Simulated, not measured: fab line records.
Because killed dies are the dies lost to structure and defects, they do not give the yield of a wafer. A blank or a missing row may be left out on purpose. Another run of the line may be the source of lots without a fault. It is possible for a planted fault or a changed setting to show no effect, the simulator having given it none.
Chamber matching / flow nand harc / NHARC_P_M0_DEP_32 on pecvd-02: 3 sister chambers
The step deposits SiCN, target thk 30 nm. 6 wafers are shown with their chamber, then 7 later ones without.

== EACH WAFER AND ITS CHAMBER ==
wafer=L525.3; chamber=2; heater power w (W)=499; heater power outer w (W)=290
wafer=L525.5; chamber=0; heater power w (W)=588; heater power outer w (W)=332
wafer=L527.1; chamber=2; heater power w (W)=445; heater power outer w (W)=248
wafer=L527.3; chamber=0; heater power w (W)=683; heater power outer w (W)=381
wafer=L528.2; chamber=1; heater power w (W)=666; heater power outer w (W)=360
wafer=L528.4; chamber=1; heater power w (W)=664; heater power outer w (W)=360

== WAFERS WITHOUT THEIR CHAMBER ==
wafer=L528.6; heater power w (W)=651; heater power outer w (W)=357
wafer=L534.1; heater power w (W)=718; heater power outer w (W)=417
wafer=L534.2; heater power w (W)=545; heater power outer w (W)=331
wafer=L534.3; heater power w (W)=688; heater power outer w (W)=366
wafer=L536.2; heater power w (W)=454; heater power outer w (W)=260
wafer=L536.5; heater power w (W)=689; heater power outer w (W)=415
wafer=L536.6; heater power w (W)=686; heater power outer w (W)=363

== CHAMBER TAKEN BY EACH ==
wafer=L528.6; from the rows above=can't be placed: 1 or 0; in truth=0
wafer=L534.1; from the rows above=can't be placed: 1 or 0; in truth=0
wafer=L534.2; from the rows above=can't be placed: 0 or 2 or 1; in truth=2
wafer=L534.3; from the rows above=can't be placed: 1 or 0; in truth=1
wafer=L536.2; from the rows above=2; in truth=2
wafer=L536.5; from the rows above=can't be placed: 1 or 0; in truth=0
wafer=L536.6; from the rows above=can't be placed: 1 or 0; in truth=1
Correctly placed: 1 of 7. From these rows, 6 cannot be placed; in 6 the true chamber is one of the candidates. Wrongly placed: 0.
How it was worked out, from the rows above alone: a wafer's distance from a chamber is the root of the sum, over the readings, of the square of ((its reading less the chamber's mean) divided by the reading's scatter). If the next closest chamber is less than 2 further off than the closest, the wafer can't be placed; otherwise it belongs to the closest. Each chamber's mean is taken over the wafers shown for it. The scatter is the square root of a quotient: the sum, over the shown wafers, of each reading's squared deviation from its chamber's mean, divided by wafers minus chambers.
